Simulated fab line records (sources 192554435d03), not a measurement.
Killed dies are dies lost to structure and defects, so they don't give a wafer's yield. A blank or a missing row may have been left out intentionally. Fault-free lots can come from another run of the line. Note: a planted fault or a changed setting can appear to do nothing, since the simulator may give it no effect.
fab line records    flow n5Finfet
record lots=24  wafers=72  lastDay=19
route steps=1938 shown BEOL_M4@1102 BEOL_M5@1171
lots that met no fault: from a run of the same line without faults
startH: hours from the record's first day to the start of the lot's first wafer shown    waitH: hours elapsed since this lot's preceding step    " identical to the entry in the row above    L1.1+2: a single row standing in for several wafers    - no value, or no start given    * or withheld: withheld    < > ~ a bound
route shown NAME@n: a module of which the file shows steps, and the number in the route of the first    usual: mean and standard deviation over wafers with no fault    same: alike in all rows    chamber/n: place in a boat    sites: per-site readings    _std_site: standard deviation across them    _edge_site: outer sites' mean less inner sites'    radiusMm: for every site, how far away it sits from the centre of the wafer    mask NAME#n: copy n    behind: tool/chamber where the wafer was last shaped    hold: reason for holding the lot/hours on hold/outcome of the hold    device: the transistor (n, p or np) that didn't switch    end of line: tests of these same wafers at the route's end    where a step has no rows: the recipe by itself    killed: dies that structure and defects cost at the first sort, which is not the same as the wafer's yield    map: shows each die of a wafer: x if killed, . if not, _ if none is there
set.NAME: the setting as run; set.NAME@STEP: as run at that earlier step    model.NAME: the simulator's own value behind a step, which no gauge read
route steps across a sampled set of lots; one table per step, one row per wafer
services: a tool's chamber out of use, with start hour (startH, from the record's first day; less than 0 if before it), hours out, and reason
## steps
# step N5_BEOL_M4_ANNEAL_51
# recipe tempC=225  timeS=90  ambient=N2
# usual wafer_temp_C_max=226.05/0.3
lot.wafer  tool          chamber  startH  waitH  wafer_temp_C_max
L076.2     rtpAnneal-01  0        201.52  0.1    225.78
L076.3     "             0        "       "      225.73
L076.6     "             0        "       "      225.63
L074.1     rtpAnneal-01  0        203.72  0.4    225.67
L074.3     "             0        "       "      225.84
L074.5     "             0        "       "      225.74
L075.1     rtpAnneal-01  0        206.52  0.1    225.78
L075.4     "             0        "       "      225.71
L075.6     "             0        "       "      225.73
L077.2     rtpAnneal-02  0        206.85  0.1    225.72
L077.3     "             0        "       "      226.22
L077.4     "             0        "       "      225.71
L078.1     rtpAnneal-01  0        231.30  0.1    226.18
L078.3     "             0        "       "      226.79
L078.6     "             0        "       "      226.04
L080.1     rtpAnneal-01  0        234.17  0.2    226.13
L080.3     "             0        "       "      226.12
L080.4     "             0        "       "      226.15
L081.1     rtpAnneal-01  0        234.79  0.1    226.03
L081.4     "             0        "       "      225.87
L081.6     "             0        "       "      225.88
L079.2     rtpAnneal-01  0        235.86  0.1    225.63
L079.3     "             0        "       "      226.12
L079.5     "             0        "       "      226.08
L082.1     rtpAnneal-02  0        239.79  0.1    226.21
L082.3     "             0        "       "      226.51
L082.6     "             0        "       "      226.46
L083.1     rtpAnneal-01  0        260.16  0.1    226.15
L083.2     "             0        "       "      226.00
L083.3     "             0        "       "      225.83
L084.3     rtpAnneal-01  0        263.59  0.2    225.57
L084.4     "             0        "       "      225.66
L084.6     "             0        "       "      226.07
L087.1     rtpAnneal-02  0        269.96  0.1    225.65
L087.4     "             0        "       "      226.61
L087.5     "             0        "       "      226.04
L086.1     rtpAnneal-02  0        270.23  0.1    225.72
L086.4     "             0        "       "      226.02
L086.5     "             0        "       "      225.58
L085.3     rtpAnneal-01  0        271.97  0.1    226.22
L085.5     "             0        "       "      226.23
L085.6     "             0        "       "      226.01
L089.2     rtpAnneal-02  0        298.58  0.1    226.57
L089.3     "             0        "       "      226.72
L089.5     "             0        "       "      226.46
L088.3     rtpAnneal-01  0        301.28  0.1    226.15
L088.5     "             0        "       "      225.87
L088.6     "             0        "       "      225.68
L091.1     rtpAnneal-01  0        301.75  0.1    226.23
L091.4     "             0        "       "      226.11
L091.6     "             0        "       "      225.86
L090.1     rtpAnneal-02  0        303.03  0.1    225.97
L090.3     "             0        "       "      225.93
L090.6     "             0        "       "      226.63
L092.2     rtpAnneal-01  0        303.73  0.1    225.96
L092.3     "             0        "       "      226.00
L092.6     "             0        "       "      225.86
L094.3     rtpAnneal-02  0        315.09  0.1    226.09
L094.5     "             0        "       "      226.07
L094.6     "             0        "       "      226.27
L093.1     rtpAnneal-02  0        321.14  0.1    226.20
L093.3     "             0        "       "      226.19
L093.5     "             0        "       "      225.82
L095.2     rtpAnneal-02  0        332.71  0.3    226.86
L095.4     "             0        "       "      225.91
L095.5     "             0        "       "      226.20
L096.3     rtpAnneal-02  0        337.16  0.1    226.05
L096.4     "             0        "       "      226.06
L096.5     "             0        "       "      226.47
L097.1     rtpAnneal-01  0        340.11  0.1    225.90
L097.3     "             0        "       "      226.01
L097.4     "             0        "       "      225.70
# step N5_BEOL_M4_CMP_52
# recipe stopOn=SiOC  tOverpolishS=6.8  downForcePsi=1  platenRpm=50  clearingPlatenDownForcePsi=1.5  clearingPlatenRpm=50  postCmpClean=cuAlkaline  targetThkNm=40  clearingPlatenPadVelocityMS=0.99484  padVelocityMS=0.99484
# usual barrierFieldEndpointS=24.7/0.55  clearingPlatenDownForcePsi=1.5001/0.0027  motorCurrentA=5.7/0.46  overpolishRunS=6.800/0.0081  timeToEndpointS=62.1/3
# same tOverpolishS=6.8
lot.wafer  tool    chamber  startH  waitH  barrierFieldEndpointS  clearingPlatenDownForcePsi  motorCurrentA  overpolishRunS  timeToEndpointS
L076.2     cmp-03  3        201.82  0.3    25.3                   1.5001                      5.5            6.805           65.3
L076.3     "       0        "       "      24.8                   1.5013                      5.9            6.803           62.4
L076.6     "       2        "       "      25.1                   1.5003                      5.4            6.806           63.3
L074.3     cmp-03  0        204.32  0.5    24.8                   1.4993                      5.7            6.788           60.4
L074.1     "       2        "       "      25.0                   1.5006                      5.4            6.807           65.7
L074.5     "       0        "       "      23.9                   1.5046                      5.7            6.794           62.2
L075.4     cmp-02  2        207.09  0.2    24.6                   1.5020                      5.2            6.800           60.8
L075.1     "       1        "       "      25.3                   1.5017                      6.1            6.795           66.8
L075.6     "       2        "       "      24.3                   1.5022                      5.4            6.800           61.6
L077.4     cmp-03  3        207.14  0.2    25.4                   1.5033                      5.6            6.806           66.9
L077.3     "       0        "       "      24.6                   1.5009                      5.5            6.799           62.9
L077.2     "       1        "       "      25.5                   1.4989                      5.4            6.803           63.6
L078.1     cmp-03  2        231.64  0.3    25.0                   1.5030                      5.4            6.808           65.3
L078.3     "       0        "       "      25.7                   1.4987                      5.7            6.798           63.8
L078.6     "       2        "       "      24.5                   1.5024                      5.8            6.790           63.3
L080.4     cmp-04  2        234.46  0.1    25.8                   1.4960                      6.9            6.815           64.1
L080.3     "       3        "       "      25.2                   1.4996                      5.7            6.799           61.0
L080.1     "       0        "       "      24.1                   1.5029                      7.1            6.795           56.2
L081.4     cmp-02  0        235.09  0.1    24.3                   1.5035                      5.4            6.801           62.5
L081.1     "       1        "       "      24.6                   1.4981                      6.2            6.797           64.6
L081.6     "       1        "       "      24.2                   1.5018                      6.3            6.797           63.5
L079.2     cmp-03  1        236.15  0.2    24.2                   1.5003                      5.5            6.802           64.1
L079.3     "       3        "       "      25.5                   1.5048                      5.5            6.811           66.5
L079.5     "       1        "       "      25.1                   1.4987                      5.8            6.812           63.3
L082.1     cmp-04  0        240.09  0.3    24.0                   1.5006                      7.0            6.807           56.8
L082.3     "       3        "       "      24.8                   1.4978                      5.9            6.805           61.8
L082.6     "       1        "       "      25.0                   1.5054                      6.0            6.802           61.1
L083.1     cmp-02  0        260.49  0.3    24.7                   1.5063                      5.1            6.793           59.3
L083.3     "       1        "       "      25.7                   1.5023                      6.2            6.803           64.7
L083.2     "       2        "       "      24.5                   1.4986                      5.2            6.798           62.1
L084.4     cmp-03  1        263.89  0.2    24.4                   1.5000                      5.5            6.793           55.9
L084.3     "       2        "       "      24.0                   1.5020                      5.5            6.792           59.1
L084.6     "       3        "       "      25.2                   1.5003                      5.9            6.789           63.0
L087.1     cmp-03  0        270.26  0.3    24.5                   1.4953                      6.2            6.820           58.8
L087.4     "       1        "       "      24.5                   1.4965                      5.3            6.784           59.6
L087.5     "       0        "       "      24.5                   1.4981                      5.3            6.810           60.3
L086.1     cmp-03  3        270.57  0.3    24.5                   1.4986                      5.7            6.800           58.5
L086.4     "       0        "       "      24.3                   1.4945                      5.7            6.801           57.0
L086.5     "       3        "       "      24.7                   1.5024                      5.7            6.799           60.5
L085.3     cmp-03  0        272.22  0.2    23.7                   1.5023                      5.7            6.788           60.9
L085.5     "       3        "       "      24.7                   1.4967                      5.8            6.799           64.8
L085.6     "       0        "       "      24.4                   1.4952                      5.5            6.791           57.1
L089.3     cmp-03  1        298.90  0.2    24.1                   1.5002                      5.6            6.797           59.1
L089.2     "       2        "       "      24.3                   1.4993                      5.2            6.811           60.2
L089.5     "       3        "       "      24.4                   1.4997                      5.9            6.798           62.9
L088.3     cmp-03  3        301.54  0.2    23.7                   1.5009                      5.5            6.814           61.7
L088.6     "       2        "       "      24.0                   1.5015                      5.3            6.799           61.4
L088.5     "       3        "       "      24.4                   1.5007                      5.6            6.813           62.9
L091.1     cmp-02  1        302.12  0.3    26.3                   1.5024                      6.4            6.804           66.8
L091.4     "       2        "       "      24.0                   1.5004                      5.5            6.799           64.1
L091.6     "       3        "       "      25.6                   1.5031                      5.5            6.801           66.6
L090.3     cmp-02  0        303.40  0.2    24.3                   1.5008                      5.2            6.807           59.4
L090.1     "       1        "       "      25.7                   1.5059                      6.2            6.789           66.7
L090.6     "       3        "       "      26.0                   1.4943                      5.5            6.795           62.7
L092.3     cmp-04  0        303.98  0.2    23.7                   1.4997                      6.8            6.795           56.3
L092.2     "       2        "       "      24.5                   1.5013                      6.3            6.796           60.6
L092.6     "       0        "       "      23.8                   1.4995                      7.0            6.797           59.4
L094.3     cmp-03  3        315.33  0.2    24.9                   1.5028                      5.5            6.808           66.8
L094.6     "       2        "       "      25.1                   1.5014                      5.4            6.794           68.0
L094.5     "       3        "       "      25.5                   1.4987                      5.4            6.796           68.7
L093.1     cmp-02  1        321.43  0.3    25.8                   1.5057                      6.3            6.808           64.8
L093.3     "       3        "       "      25.5                   1.4982                      5.6            6.806           63.8
L093.5     "       2        "       "      24.6                   1.4984                      5.6            6.804           61.5
L095.2     cmp-03  2        333.09  0.3    24.8                   1.4988                      5.4            6.803           63.0
L095.4     "       3        "       "      25.4                   1.5025                      5.8            6.790           64.8
L095.5     "       1        "       "      25.5                   1.4989                      5.5            6.802           62.1
L096.4     cmp-02  1        337.37  0.1    25.9                   1.4941                      6.3            6.799           66.5
L096.3     "       2        "       "      24.7                   1.4991                      5.3            6.803           64.4
L096.5     "       1        "       "      25.5                   1.4954                      6.3            6.807           66.4
L097.3     cmp-04  3        340.41  0.2    24.6                   1.5009                      5.8            6.796           63.4
L097.1     "       0        "       "      24.4                   1.4999                      6.8            6.795           59.4
L097.4     "       2        "       "      25.0                   1.5053                      6.3            6.813           64.2
# step N5_BEOL_M5_PRE_CLEAN_45
# recipe gas=H2/He  timeS=30  tempC=250
# usual heaterPowerW=337/22
lot.wafer  tool           chamber  startH  waitH  heaterPowerW
L076.2     pvdSputter-03  -        207.25  0.0    322
L076.3     "              -        "       "      369
L076.6     "              -        "       "      374
L074.1     pvdSputter-03  -        213.83  0.0    317
L074.3     "              -        "       "      366
L074.5     "              -        "       "      377
L075.1     pvdSputter-02  -        216.28  0.0    342
L075.4     "              -        "       "      327
L075.6     "              -        "       "      377
L077.2     pvdSputter-02  -        216.56  0.0    341
L077.3     "              -        "       "      331
L077.4     "              -        "       "      383
L078.1     pvdSputter-03  -        239.95  0.0    323
L078.3     "              -        "       "      317
L078.6     "              -        "       "      362
L080.1     pvdSputter-03  -        240.76  0.0    368
L080.3     "              -        "       "      324
L080.4     "              -        "       "      318
L081.1     pvdSputter-02  -        242.92  0.0    327
L081.4     "              -        "       "      337
L081.6     "              -        "       "      311
L079.2     pvdSputter-02  -        243.18  0.0    333
L079.3     "              -        "       "      379
L079.5     "              -        "       "      310
L082.1     pvdSputter-01  -        249.54  0.0    342
L082.3     "              -        "       "      323
L082.6     "              -        "       "      348
L083.1     pvdSputter-02  -        267.48  0.0    305
L083.2     "              -        "       "      338
L083.3     "              -        "       "      329
L084.3     pvdSputter-02  -        270.92  0.0    327
L084.4     "              -        "       "      328
L084.6     "              -        "       "      311
L087.1     pvdSputter-03  -        276.78  0.0    317
L087.4     "              -        "       "      366
L087.5     "              -        "       "      319
L086.1     pvdSputter-02  -        278.21  0.0    328
L086.4     "              -        "       "      332
L086.5     "              -        "       "      339
L085.3     pvdSputter-02  -        280.99  0.0    337
L085.5     "              -        "       "      318
L085.6     "              -        "       "      339
L089.2     pvdSputter-02  -        306.74  0.0    343
L089.3     "              -        "       "      315
L089.5     "              -        "       "      309
L088.3     pvdSputter-01  -        312.29  0.0    321
L088.5     "              -        "       "      332
L088.6     "              -        "       "      333
L091.1     pvdSputter-02  -        313.30  0.0    327
L091.4     "              -        "       "      369
L091.6     "              -        "       "      343
L090.1     pvdSputter-02  -        313.78  0.0    337
L090.3     "              -        "       "      378
L090.6     "              -        "       "      333
L092.2     pvdSputter-01  -        317.90  0.0    345
L092.3     "              -        "       "      317
L092.6     "              -        "       "      316
L094.3     pvdSputter-03  -        322.53  0.0    359
L094.5     "              -        "       "      325
L094.6     "              -        "       "      364
L093.1     pvdSputter-02  -        326.98  0.0    344
L093.3     "              -        "       "      325
L093.5     "              -        "       "      328
L095.2     pvdSputter-02  -        340.97  0.0    326
L095.4     "              -        "       "      313
L095.5     "              -        "       "      334
L096.3     pvdSputter-03  -        343.05  0.0    323
L096.4     "              -        "       "      368
L096.5     "              -        "       "      357
L097.1     pvdSputter-02  -        346.44  0.0    379
L097.3     "              -        "       "      329
L097.4     "              -        "       "      333
# step N5_BEOL_M5_ANNEAL_49
# recipe tempC=400  timeS=1800  ambient=vacuum
# usual heaterPowerW=844/54
lot.wafer  tool           chamber  startH  waitH  heaterPowerW
L076.2     pvdSputter-03  -        207.97  0.0    774
L076.3     "              -        "       "      791
L076.6     "              -        "       "      946
L074.1     pvdSputter-03  -        214.64  0.0    794
L074.3     "              -        "       "      919
L074.5     "              -        "       "      813
L075.1     pvdSputter-01  -        216.95  0.0    841
L075.4     "              -        "       "      846
L075.6     "              -        "       "      839
L077.2     pvdSputter-03  -        219.06  0.0    798
L077.3     "              -        "       "      800
L077.4     "              -        "       "      934
L078.1     pvdSputter-01  -        240.73  0.0    847
L078.3     "              -        "       "      795
L078.6     "              -        "       "      823
L080.1     pvdSputter-03  -        241.41  0.0    924
L080.3     "              -        "       "      810
L080.4     "              -        "       "      930
L081.1     pvdSputter-02  -        243.70  0.0    778
L081.4     "              -        "       "      917
L081.6     "              -        "       "      816
L079.2     pvdSputter-01  -        245.16  0.0    788
L079.3     "              -        "       "      833
L079.5     "              -        "       "      792
L082.1     pvdSputter-01  -        251.32  0.0    852
L082.3     "              -        "       "      868
L082.6     "              -        "       "      778
L083.1     pvdSputter-03  -        268.27  0.0    801
L083.2     "              -        "       "      800
L083.3     "              -        "       "      916
L084.3     pvdSputter-02  -        271.64  0.0    825
L084.4     "              -        "       "      832
L084.6     "              -        "       "      836
L087.1     pvdSputter-01  -        278.38  0.0    857
L087.4     "              -        "       "      786
L087.5     "              -        "       "      785
L086.1     pvdSputter-03  -        279.20  0.0    920
L086.4     "              -        "       "      794
L086.5     "              -        "       "      809
L085.3     pvdSputter-02  -        281.93  0.0    831
L085.5     "              -        "       "      798
L085.6     "              -        "       "      834
L089.2     pvdSputter-02  -        308.84  0.0    834
L089.3     "              -        "       "      782
L089.5     "              -        "       "      755
L088.3     pvdSputter-01  -        313.01  0.0    830
L088.5     "              -        "       "      799
L088.6     "              -        "       "      775
L091.1     pvdSputter-02  -        314.22  0.0    833
L091.4     "              -        "       "      845
L091.6     "              -        "       "      757
L090.1     pvdSputter-03  -        315.54  0.0    907
L090.3     "              -        "       "      955
L090.6     "              -        "       "      815
L092.2     pvdSputter-02  -        318.73  0.0    914
L092.3     "              -        "       "      787
L092.6     "              -        "       "      925
L094.3     pvdSputter-03  -        323.25  0.0    804
L094.5     "              -        "       "      908
L094.6     "              -        "       "      786
L093.1     pvdSputter-02  -        327.82  0.0    861
L093.3     "              -        "       "      839
L093.5     "              -        "       "      801
L095.2     pvdSputter-01  -        341.71  0.0    815
L095.4     "              -        "       "      855
L095.5     "              -        "       "      832
L096.3     pvdSputter-03  -        344.03  0.0    914
L096.4     "              -        "       "      804
L096.5     "              -        "       "      794
L097.1     pvdSputter-01  -        347.54  0.0    811
L097.3     "              -        "       "      804
L097.4     "              -        "       "      852
# step N5_BEOL_M5_SPUTTER_90
# recipe material=Cu  targetThkA=45  tempC=-20  chamberPressurePa=0.07  powerW=withheld  timeS=8.29
# usual chamberPressurePa=0.07/0.00015  chuckSensorTempC=-15.8/0.4  throttleValvePct=30.0/1.1
lot.wafer  tool           chamber  startH  waitH  chamberPressurePa  chuckSensorTempC  throttleValvePct
L076.2     pvdSputter-03  -        212.23  0.5    0.06997            -16.5             29.5
L076.3     "              -        "       "      0.06985            -15.8             30.2
L076.6     "              -        "       "      0.07011            -15.9             29.6
L074.1     pvdSputter-03  -        218.90  0.5    0.07009            -16.3             29.2
L074.3     "              -        "       "      0.07011            -16.0             30.1
L074.5     "              -        "       "      0.07004            -15.8             30.4
L075.1     pvdSputter-01  -        221.22  0.5    0.07007            -16.6             31.4
L075.4     "              -        "       "      0.07002            -16.1             31.7
L075.6     "              -        "       "      0.06989            -16.4             31.7
L077.2     pvdSputter-03  -        223.33  0.5    0.07014            -16.3             29.1
L077.3     "              -        "       "      0.07007            -15.9             30.2
L077.4     "              -        "       "      0.07002            -15.8             30.3
L078.1     pvdSputter-01  -        245.00  0.5    0.06991            -16.2             31.6
L078.3     "              -        "       "      0.07006            -15.9             31.3
L078.6     "              -        "       "      0.06971            -15.8             31.3
L080.1     pvdSputter-03  -        245.80  0.5    0.06982            -15.9             28.3
L080.3     "              -        "       "      0.06973            -15.9             30.4
L080.4     "              -        "       "      0.07008            -15.8             30.0
L081.1     pvdSputter-02  -        247.96  0.5    0.06977            -15.9             29.5
L081.4     "              -        "       "      0.07012            -16.0             30.6
L081.6     "              -        "       "      0.06998            -14.9             28.3
L079.2     pvdSputter-01  -        249.42  0.5    0.06995            -15.7             30.1
L079.3     "              -        "       "      0.07               -16.4             31.6
L079.5     "              -        "       "      0.07001            -15.6             30.4
L082.1     pvdSputter-01  -        255.58  0.5    0.06989            -16.1             31.7
L082.3     "              -        "       "      0.06994            -16.4             31.7
L082.6     "              -        "       "      0.06995            -15.6             30.4
L083.1     pvdSputter-03  -        272.54  0.5    0.06993            -15.9             30.4
L083.2     "              -        "       "      0.06998            -16.3             29.2
L083.3     "              -        "       "      0.06962            -15.7             28.2
L084.3     pvdSputter-02  -        275.91  0.5    0.0701             -14.7             28.2
L084.4     "              -        "       "      0.07007            -15.7             28.9
L084.6     "              -        "       "      0.07017            -14.8             28.5
L087.1     pvdSputter-01  -        282.64  0.5    0.07018            -16.5             31.5
L087.4     "              -        "       "      0.0697             -15.7             30.4
L087.5     "              -        "       "      0.06984            -15.8             30.7
L086.1     pvdSputter-03  -        283.46  0.5    0.06953            -16.0             28.1
L086.4     "              -        "       "      0.07027            -16.2             29.4
L086.5     "              -        "       "      0.07014            -15.5             30.3
L085.3     pvdSputter-02  -        286.20  0.5    0.07009            -15.5             29.2
L085.5     "              -        "       "      0.06996            -14.7             28.4
L085.6     "              -        "       "      0.07011            -15.7             28.7
L089.2     pvdSputter-02  -        313.10  0.5    0.07               -14.7             28.0
L089.3     "              -        "       "      0.06991            -15.8             29.5
L089.5     "              -        "       "      0.06984            -15.8             29.6
L088.3     pvdSputter-01  -        317.28  0.5    0.07024            -15.8             31.7
L088.5     "              -        "       "      0.07022            -15.7             31.5
L088.6     "              -        "       "      0.06985            -15.7             30.5
L091.1     pvdSputter-02  -        318.49  0.5    0.07007            -14.8             28.5
L091.4     "              -        "       "      0.07008            -15.7             28.8
L091.6     "              -        "       "      0.07013            -15.8             29.8
L090.1     pvdSputter-03  -        319.81  0.5    0.06981            -15.7             30.1
L090.3     "              -        "       "      0.07001            -15.9             28.2
L090.6     "              -        "       "      0.07013            -16.3             29.5
L092.2     pvdSputter-02  -        323.00  0.5    0.0701             -16.1             30.4
L092.3     "              -        "       "      0.06989            -15.7             29.4
L092.6     "              -        "       "      0.06988            -15.8             30.4
L094.3     pvdSputter-03  -        327.52  0.5    0.06998            -16.4             29.6
L094.5     "              -        "       "      0.07008            -15.8             30.0
L094.6     "              -        "       "      0.07023            -15.6             30.4
L093.1     pvdSputter-02  -        332.08  0.5    0.0701             -15.6             28.6
L093.3     "              -        "       "      0.0699             -14.8             28.5
L093.5     "              -        "       "      0.06996            -15.0             28.4
L095.2     pvdSputter-01  -        345.97  0.5    0.06999            -15.8             30.6
L095.4     "              -        "       "      0.06968            -16.5             31.6
L095.5     "              -        "       "      0.06974            -16.6             31.5
L096.3     pvdSputter-03  -        348.29  0.5    0.07003            -15.7             30.0
L096.4     "              -        "       "      0.07006            -15.9             30.5
L096.5     "              -        "       "      0.06975            -15.8             30.3
L097.1     pvdSputter-01  -        351.81  0.5    0.07015            -15.9             31.6
L097.3     "              -        "       "      0.07015            -15.7             30.6
L097.4     "              -        "       "      0.06995            -16.2             31.5
# step N5_BEOL_M5_ANNEAL_51
# recipe tempC=225  timeS=90  ambient=N2
# usual wafer_temp_C_max=226.08/0.28
lot.wafer  tool          chamber  startH  waitH  wafer_temp_C_max
L076.2     rtpAnneal-01  0        212.48  0.1    226.26
L076.3     "             0        "       "      225.82
L076.6     "             0        "       "      225.72
L074.1     rtpAnneal-02  0        219.11  0.1    225.92
L074.3     "             0        "       "      226.00
L074.5     "             0        "       "      226.43
L075.1     rtpAnneal-02  0        221.42  0.1    225.85
L075.4     "             0        "       "      226.23
L075.6     "             0        "       "      226.15
L077.2     rtpAnneal-01  0        223.58  0.1    225.30
L077.3     "             0        "       "      225.64
L077.4     "             0        "       "      225.63
L078.1     rtpAnneal-01  0        245.20  0.1    225.89
L078.3     "             0        "       "      226.06
L078.6     "             0        "       "      226.36
L080.1     rtpAnneal-02  0        246.00  0.1    225.80
L080.3     "             0        "       "      226.49
L080.4     "             0        "       "      226.49
L081.1     rtpAnneal-02  0        248.20  0.1    225.98
L081.4     "             0        "       "      226.57
L081.6     "             0        "       "      226.48
L079.2     rtpAnneal-02  0        250.05  0.5    226.11
L079.3     "             0        "       "      226.03
L079.5     "             0        "       "      225.98
L082.1     rtpAnneal-01  0        255.79  0.1    225.81
L082.3     "             0        "       "      225.89
L082.6     "             0        "       "      225.86
L083.1     rtpAnneal-01  0        272.91  0.2    225.94
L083.2     "             0        "       "      225.69
L083.3     "             0        "       "      226.36
L084.3     rtpAnneal-02  0        276.20  0.1    225.93
L084.4     "             0        "       "      226.10
L084.6     "             0        "       "      226.29
L087.1     rtpAnneal-01  0        282.85  0.1    226.13
L087.4     "             0        "       "      226.01
L087.5     "             0        "       "      226.18
L086.1     rtpAnneal-01  0        283.67  0.1    226.10
L086.4     "             0        "       "      225.80
L086.5     "             0        "       "      226.14
L085.3     rtpAnneal-02  0        286.49  0.1    226.15
L085.5     "             0        "       "      225.94
L085.6     "             0        "       "      225.90
L089.2     rtpAnneal-01  0        313.35  0.1    225.85
L089.3     "             0        "       "      226.05
L089.5     "             0        "       "      225.91
L088.3     rtpAnneal-02  0        317.57  0.1    226.16
L088.5     "             0        "       "      226.24
L088.6     "             0        "       "      226.04
L091.1     rtpAnneal-02  0        318.69  0.1    226.31
L091.4     "             0        "       "      226.31
L091.6     "             0        "       "      226.08
L090.1     rtpAnneal-02  0        320.01  0.1    225.86
L090.3     "             0        "       "      226.05
L090.6     "             0        "       "      225.93
L092.2     rtpAnneal-02  0        323.73  0.6    226.21
L092.3     "             0        "       "      226.09
L092.6     "             0        "       "      226.13
L094.3     rtpAnneal-02  0        328.00  0.3    226.10
L094.5     "             0        "       "      226.19
L094.6     "             0        "       "      226.50
L093.1     rtpAnneal-01  0        332.65  0.4    225.86
L093.3     "             0        "       "      225.74
L093.5     "             0        "       "      225.87
L095.2     rtpAnneal-02  0        346.22  0.1    226.89
L095.4     "             0        "       "      226.05
L095.5     "             0        "       "      226.10
L096.3     rtpAnneal-02  0        348.59  0.1    226.17
L096.4     "             0        "       "      226.24
L096.5     "             0        "       "      225.87
L097.1     rtpAnneal-01  0        352.01  0.1    226.00
L097.3     "             0        "       "      225.88
L097.4     "             0        "       "      225.89
## services
tool           chamber  startH  hours  kind
pvdSputter-02  -        183.42  2.3    repair
cmp-02         -        205.60  1.3    repair
cmp-04         -        209.07  7.8    pm
cmp-02         -        209.24  0.8    repair
cmp-04         -        223.01  2.0    repair
cmp-02         -        235.91  4.0    pm
cmp-02         -        239.91  -      consumableReplace:conditioner
cmp-02         -        239.91  -      consumableReplace:pad
cmp-03         -        241.72  4.0    pm
cmp-03         -        245.72  -      consumableReplace:conditioner
cmp-03         -        245.72  -      consumableReplace:pad
cmp-04         -        247.92  6.8    repair
cmp-03         -        248.25  0.3    repair
cmp-04         -        255.67  2.2    repair
cmp-02         -        264.02  0.6    repair
cmp-02         -        266.06  5.0    pm
cmp-02         -        274.28  1.9    repair
cmp-03         -        290.81  6.8    pm
cmp-03         -        320.15  1.3    repair
cmp-04         -        323.67  4.0    pm
cmp-04         -        327.67  -      consumableReplace:conditioner
cmp-04         -        327.67  -      consumableReplace:pad
cmp-02         -        338.31  0.5    repair
## key
fault none
